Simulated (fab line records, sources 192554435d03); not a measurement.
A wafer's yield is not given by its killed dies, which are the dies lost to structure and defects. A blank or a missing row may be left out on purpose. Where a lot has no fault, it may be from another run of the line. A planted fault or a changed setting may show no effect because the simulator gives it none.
Which tool is to blame? :: flow n5_finfet :: 8 lots, 24 wafers sampled, at 8 steps of a route of 1938

== WHAT EACH GAUGE READ, for each wafer ==
N5_SPACER0_INSPECT_04: inspects for defects (darkfield).
lot: L979
measured: day 5 00:49
on: defect_inspect-01
raw_defect_count: 154 129 179

lot: L980
measured: day 5 05:12
on: defect_inspect-02
raw_defect_count: 127 143 138

lot: L981
measured: day 5 12:58
on: defect_inspect-01
raw_defect_count: 168 117 156

lot: L986
measured: day 6 17:40
on: defect_inspect-02
raw_defect_count: 1279 1188 1270

lot: L987
measured: day 7 00:43
on: defect_inspect-02
raw_defect_count: 1243 1246 1213

lot: L990
measured: day 7 18:24
on: defect_inspect-02
raw_defect_count: 99 121 85

lot: L991
measured: day 8 02:14
on: defect_inspect-01
raw_defect_count: 153 172 149

lot: L993
measured: day 8 14:44
on: defect_inspect-02
raw_defect_count: 150 91 127

N5_SD_EPI_N_OVL_MEAS_10.
lot: L979
measured: day 5 01:15
on: overlay-01
SD_N_BLK_OVL (nm): -1.4 -1.0 -2.1

lot: L980
measured: day 5 05:30
on: overlay-01
SD_N_BLK_OVL (nm): 0.5 0.1 -0.8

lot: L981
measured: day 5 13:16
on: overlay-01
SD_N_BLK_OVL (nm): 0.0 -0.2 -0.6

lot: L986
measured: day 6 18:05
on: overlay-02
SD_N_BLK_OVL (nm): 0.2 0.3 -0.6

lot: L987
measured: day 7 01:02
on: overlay-01
SD_N_BLK_OVL (nm): -0.7 -2.1 -1.2

lot: L990
measured: day 7 18:43
on: overlay-01
SD_N_BLK_OVL (nm): 0.2 -0.7 -0.6

lot: L991
measured: day 8 02:40
on: overlay-01
SD_N_BLK_OVL (nm): 0.2 -0.1 -0.8

lot: L993
measured: day 8 15:10
on: overlay-02
SD_N_BLK_OVL (nm): 0.3 0.8 -0.3

N5_SD_EPI_N_INSPECT_11: inspects for defects (macro).
lot: L979
measured: day 5 01:16
on: defect_inspect-02
raw_defect_count: 1 5 4

lot: L980
measured: day 5 05:32
on: defect_inspect-02
raw_defect_count: 3 1 2

lot: L981
measured: day 5 13:18
on: defect_inspect-02
raw_defect_count: 1 0 1

lot: L986
measured: day 6 18:07
on: defect_inspect-01
raw_defect_count: >300 >300 >300

lot: L987
measured: day 7 01:03
on: defect_inspect-01
raw_defect_count: >300 >300 >300

lot: L990
measured: day 7 18:44
on: defect_inspect-02
raw_defect_count: 3 4 1

lot: L991
measured: day 8 02:41
on: defect_inspect-01
raw_defect_count: 3 4 3

lot: L993
measured: day 8 15:11
on: defect_inspect-01
raw_defect_count: 3 0 4

N5_SD_EPI_N_INSPECT_26: inspects for defects (darkfield).
lot: L979
measured: day 5 05:25
on: defect_inspect-02
raw_defect_count: 254 166 246

lot: L980
measured: day 5 09:53
on: defect_inspect-01
raw_defect_count: 231 318 278

lot: L981
measured: day 5 18:34
on: defect_inspect-02
raw_defect_count: 273 210 248

lot: L986
measured: day 6 22:13
on: defect_inspect-01
raw_defect_count: 1321 1210 1310

lot: L987
measured: day 7 05:16
on: defect_inspect-02
raw_defect_count: 1289 1287 1283

lot: L990
measured: day 7 22:44
on: defect_inspect-01
raw_defect_count: 175 199 229

lot: L991
measured: day 8 06:50
on: defect_inspect-02
raw_defect_count: 197 221 213

lot: L993
measured: day 8 19:36
on: defect_inspect-02
raw_defect_count: 209 128 188

N5_BEOL_M4_RC_MEAS_101.
lot: L979
measured: day 9 14:26
on: prober-02
DIBL_N (mV/V): 36.2 36.6 36.2
DIBL_P (mV/V): 35.7 35.6 35.8
IOFF_N (nA/um): 0.148 0.154 0.151
IOFF_P (nA/um): 0.186 0.178 0.182
ION_N (uA/um): 673 675 677
ION_P (uA/um): 457 456 467
SS_N (mV/dec): 71.8 71.9 71.1
SS_P (mV/dec): 73.9 72.4 73.3
VT_N (mV): 250.7 248.6 250.7
VT_P (mV): -252.1 -251.9 -252.5

lot: L980
measured: day 9 19:16
on: prober-02
DIBL_N (mV/V): 35.4 36.5 36.2
DIBL_P (mV/V): 35.4 36.8 35.5
IOFF_N (nA/um): 0.140 0.175 0.159
IOFF_P (nA/um): 0.180 0.203 0.186
ION_N (uA/um): 663 685 661
ION_P (uA/um): 451 465 450
SS_N (mV/dec): 70.8 72.0 71.9
SS_P (mV/dec): 73.5 73.5 73.4
VT_N (mV): 252.7 246.5 250.9
VT_P (mV): -250.7 -250.9 -254.0

lot: L981
measured: day 9 23:08
on: prober-02
DIBL_N (mV/V): 35.7 37.5 35.7
DIBL_P (mV/V): 34.6 36.7 34.4
IOFF_N (nA/um): 0.132 0.153 0.135
IOFF_P (nA/um): 0.177 0.205 0.174
ION_N (uA/um): 668 664 659
ION_P (uA/um): 458 458 456
SS_N (mV/dec): 71.7 71.8 71.9
SS_P (mV/dec): 72.9 73.6 72.6
VT_N (mV): 250.7 251.9 251.5
VT_P (mV): -251.9 -251.3 -251.5

lot: L986
measured: day 11 23:32
on: prober-02
DIBL_N (mV/V): 35.6 37.0 36.3
DIBL_P (mV/V): 35.0 35.2 35.1
IOFF_N (nA/um): 0.139 0.150 0.145
IOFF_P (nA/um): 0.220 0.224 0.217
ION_N (uA/um): 666 671 661
ION_P (uA/um): 466 462 462
SS_N (mV/dec): 71.5 71.8 71.1
SS_P (mV/dec): 72.8 73.1 72.9
VT_N (mV): 251.5 250.7 251.4
VT_P (mV): -247.1 -247.0 -247.4

lot: L987
measured: day 11 15:38
on: prober-01
DIBL_N (mV/V): 36.5 38.0 36.4
DIBL_P (mV/V): 35.7 37.5 35.4
IOFF_N (nA/um): 0.142 0.169 0.138
IOFF_P (nA/um): 0.199 0.228 0.196
ION_N (uA/um): 665 666 658
ION_P (uA/um): 454 463 456
SS_N (mV/dec): 71.3 71.4 71.1
SS_P (mV/dec): 73.1 73.5 73.1
VT_N (mV): 250.0 249.7 250.6
VT_P (mV): -250.1 -248.1 -253.0

lot: L990
measured: day 12 17:07
on: prober-02
DIBL_N (mV/V): 37.5 35.4 35.9
DIBL_P (mV/V): 35.7 34.3 34.6
IOFF_N (nA/um): 0.148 0.120 0.132
IOFF_P (nA/um): 0.179 0.157 0.162
ION_N (uA/um): 665 667 660
ION_P (uA/um): 448 455 455
SS_N (mV/dec): 71.8 70.2 72.1
SS_P (mV/dec): 73.4 72.9 72.3
VT_N (mV): 251.7 252.6 252.5
VT_P (mV): -255.2 -255.0 -255.7

lot: L991
measured: day 12 23:17
on: prober-01
DIBL_N (mV/V): 35.8 34.6 35.3
DIBL_P (mV/V): 36.5 35.0 35.7
IOFF_N (nA/um): 0.162 0.136 0.152
IOFF_P (nA/um): 0.227 0.198 0.210
ION_N (uA/um): 680 670 677
ION_P (uA/um): 469 467 468
SS_N (mV/dec): 71.4 71.5 71.4
SS_P (mV/dec): 74.0 72.7 73.7
VT_N (mV): 245.4 251.9 251.6
VT_P (mV): -247.4 -251.0 -245.4

lot: L993
measured: day 13 13:49
on: prober-02
DIBL_N (mV/V): 37.8 35.6 33.4
DIBL_P (mV/V): 38.4 35.6 32.3
IOFF_N (nA/um): 0.180 0.145 0.106
IOFF_P (nA/um): 0.230 0.187 0.148
ION_N (uA/um): 674 664 663
ION_P (uA/um): 462 457 455
SS_N (mV/dec): 71.7 72.1 70.7
SS_P (mV/dec): 74.2 72.9 72.3
VT_N (mV): 248.4 251.5 255.4
VT_P (mV): -251.4 -251.2 -255.0

== WHAT TOOL EACH LOT RAN ON (gives the tool, then ch and the chambers of the sampled wafers, and finally the start) ==
lot: L979
N5_DUMMY_GATE_ETCH_31: rie_diel-01 ch 0,3, day 4 22:59
N5_DUMMY_GATE_ETCH_44: rie_si-05 ch 0,1,3, day 4 23:19
N5_SPACER0_ALD_08: ald_sin-04 ch 0,2,3, day 5 00:40

lot: L980
N5_DUMMY_GATE_ETCH_31: rie_diel-05 ch 1,2,3, day 5 03:52
N5_DUMMY_GATE_ETCH_44: rie_si-01 ch 0,1,3, day 5 04:12
N5_SPACER0_ALD_08: ald_sin-02 ch 0,2,3, day 5 05:02

lot: L981
N5_DUMMY_GATE_ETCH_31: rie_diel-01 ch 0,2,3, day 5 11:38
N5_DUMMY_GATE_ETCH_44: rie_si-01 ch 1,2, day 5 11:58
N5_SPACER0_ALD_08: ald_sin-02 ch 1,2,3, day 5 12:49

lot: L986
N5_DUMMY_GATE_ETCH_31: rie_diel-05 ch 0,1, day 6 15:45
N5_DUMMY_GATE_ETCH_44: rie_si-05 ch 0,1,3, day 6 16:05
N5_SPACER0_ALD_08: ald_sin-02 ch 1,2,3, day 6 17:30

lot: L987
N5_DUMMY_GATE_ETCH_31: rie_diel-03 ch 1,2,3, day 6 23:14
N5_DUMMY_GATE_ETCH_44: rie_si-06 ch 1,2,3, day 6 23:35
N5_SPACER0_ALD_08: ald_sin-02 ch 0,1,3, day 7 00:34

lot: L990
N5_DUMMY_GATE_ETCH_31: rie_diel-03 ch 0,1,2, day 7 17:04
N5_DUMMY_GATE_ETCH_44: rie_si-05 ch 0,1,2, day 7 17:25
N5_SPACER0_ALD_08: ald_sin-01 ch 0,2, day 7 18:15

lot: L991
N5_DUMMY_GATE_ETCH_31: rie_diel-03 ch 0,2,3, day 8 00:37
N5_DUMMY_GATE_ETCH_44: rie_si-05 ch 0,1,3, day 8 00:57
N5_SPACER0_ALD_08: ald_sin-01 ch 1,2,3, day 8 02:04

lot: L993
N5_DUMMY_GATE_ETCH_31: rie_diel-05 ch 0,1,3, day 8 12:10
N5_DUMMY_GATE_ETCH_44: rie_si-05 ch 0,1, day 8 12:31
N5_SPACER0_ALD_08: ald_sin-04 ch 0,1,3, day 8 14:34
- N5_DUMMY_GATE_ETCH_31: etches SiO2 in C4F6/O2, target depth 82.5 nm, time 27.5 s.
- N5_DUMMY_GATE_ETCH_44: etches poly-Si in HBr/O2, stops on SiO2, target depth 127.5 nm.
- N5_SPACER0_ALD_08: deposits SiNx, target thk 2 nm.

== WHAT THE TOOLS THEMSELVES READ (means of the sampled wafers that have a number; where no wafer has one, the mark that the record gives instead) ==
N5_DUMMY_GATE_ETCH_31.
lot: L979
tool: rie_diel-01
drypump_motor_current_A (A): 5.6
oes_product_au (a.u.): 0.70
rf_vpp_V (V): 666
showerhead_plenum_p_Torr (Torr): 2.93
throttle_valve_pct (%): 21.24

lot: L980
tool: rie_diel-05
drypump_motor_current_A (A): 6.3
oes_product_au (a.u.): 0.74
rf_vpp_V (V): 662
showerhead_plenum_p_Torr (Torr): 2.76
throttle_valve_pct (%): 21.27

lot: L981
tool: rie_diel-01
drypump_motor_current_A (A): 5.7
oes_product_au (a.u.): 0.72
rf_vpp_V (V): 664
showerhead_plenum_p_Torr (Torr): 2.94
throttle_valve_pct (%): 21.30

lot: L986
tool: rie_diel-05
drypump_motor_current_A (A): 5.6
oes_product_au (a.u.): 0.76
rf_vpp_V (V): 668
showerhead_plenum_p_Torr (Torr): 2.80
throttle_valve_pct (%): 21.23

lot: L987
tool: rie_diel-03
drypump_motor_current_A (A): 5.3
oes_product_au (a.u.): 0.77
rf_vpp_V (V): 664
showerhead_plenum_p_Torr (Torr): 2.85
throttle_valve_pct (%): 20.97

lot: L990
tool: rie_diel-03
drypump_motor_current_A (A): 5.3
oes_product_au (a.u.): 0.73
rf_vpp_V (V): 668
showerhead_plenum_p_Torr (Torr): 2.94
throttle_valve_pct (%): 21.02

lot: L991
tool: rie_diel-03
drypump_motor_current_A (A): 5.3
oes_product_au (a.u.): 0.74
rf_vpp_V (V): 666
showerhead_plenum_p_Torr (Torr): 2.84
throttle_valve_pct (%): 21.00

lot: L993
tool: rie_diel-05
drypump_motor_current_A (A): 5.8
oes_product_au (a.u.): 0.78
rf_vpp_V (V): 662
showerhead_plenum_p_Torr (Torr): 2.78
throttle_valve_pct (%): 21.21

N5_DUMMY_GATE_ETCH_44.
lot: L979
tool: rie_si-05
drypump_motor_current_A (A): 5.9
oes_product_au (a.u.): 0.738
throttle_valve_pct (%): 18.40

lot: L980
tool: rie_si-01
drypump_motor_current_A (A): 6.3
oes_product_au (a.u.): 0.725
throttle_valve_pct (%): 18.68

lot: L981
tool: rie_si-01
drypump_motor_current_A (A): 6.2
oes_product_au (a.u.): 0.739
throttle_valve_pct (%): 18.52

lot: L986
tool: rie_si-05
drypump_motor_current_A (A): 5.9
oes_product_au (a.u.): 0.734
throttle_valve_pct (%): 18.40

lot: L987
tool: rie_si-06
drypump_motor_current_A (A): 5.5
oes_product_au (a.u.): 0.721
throttle_valve_pct (%): 18.50

lot: L990
tool: rie_si-05
drypump_motor_current_A (A): 5.4
oes_product_au (a.u.): 0.734
throttle_valve_pct (%): 18.52

lot: L991
tool: rie_si-05
drypump_motor_current_A (A): 5.9
oes_product_au (a.u.): 0.739
throttle_valve_pct (%): 18.42

lot: L993
tool: rie_si-05
drypump_motor_current_A (A): 5.4
oes_product_au (a.u.): 0.731
throttle_valve_pct (%): 18.53

N5_SPACER0_ALD_08.
lot: L979
tool: ald_sin-04
heater_power_w (W): 782

lot: L980
tool: ald_sin-02
heater_power_w (W): 870

lot: L981
tool: ald_sin-02
heater_power_w (W): 842

lot: L986
tool: ald_sin-02
heater_power_w (W): 829

lot: L987
tool: ald_sin-02
heater_power_w (W): 834

lot: L990
tool: ald_sin-01
heater_power_w (W): 820

lot: L991
tool: ald_sin-01
heater_power_w (W): 839

lot: L993
tool: ald_sin-04
heater_power_w (W): 787

== THE ANSWER, worked out from the rows above alone ==
Rule: what is usual is taken from the lots themselves. The widest of any qualifying gaps counts: lots, ordered by their means at a reading, are off when they make up no more than a third of the lots, leave a main group of 4 or more, and stand apart from it by 3 or more times the standard deviation of that group's means. If all means in a main group match to the digits the tables above print for the reading, that group is not used. Also off: a lot with no number at a reading for which 4 or more lots have one. The other lots that the step has rows for count as sound. First the gauges in route order, then the tools' own readings, where a lot's mean is used as printed above. At the first step where some lot is off, the reading lying furthest off is the one used; lots without a number count as furthest.
Off: L986, L987, at N5_SPACER0_INSPECT_04 (raw_defect_count). Main group: mean 137, sd 20.
If a tool, at a process step before that reading, ran all the lots that are off and no sound lot after the first of them, it fits. The gauges at N5_SPACER0_INSPECT_04 aren't tried: what is off there is off at N5_SD_EPI_N_INSPECT_11 too, on other tools, and a gauge's error can't cause that. One fits: N5_SPACER0_ALD_08 on ald_sin-02. A fault onset in the window from L981 (day 5 12:49, its last sound lot) to L986 (day 6 17:30, its first lot off) fits.

== WHAT THE SIMULATOR PUT IN ==
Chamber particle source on ald_sin-02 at N5_SPACER0_ALD_08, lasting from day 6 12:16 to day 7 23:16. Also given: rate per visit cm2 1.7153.
Shown lots that were struck: L986, L987. The same result came from the rule above.
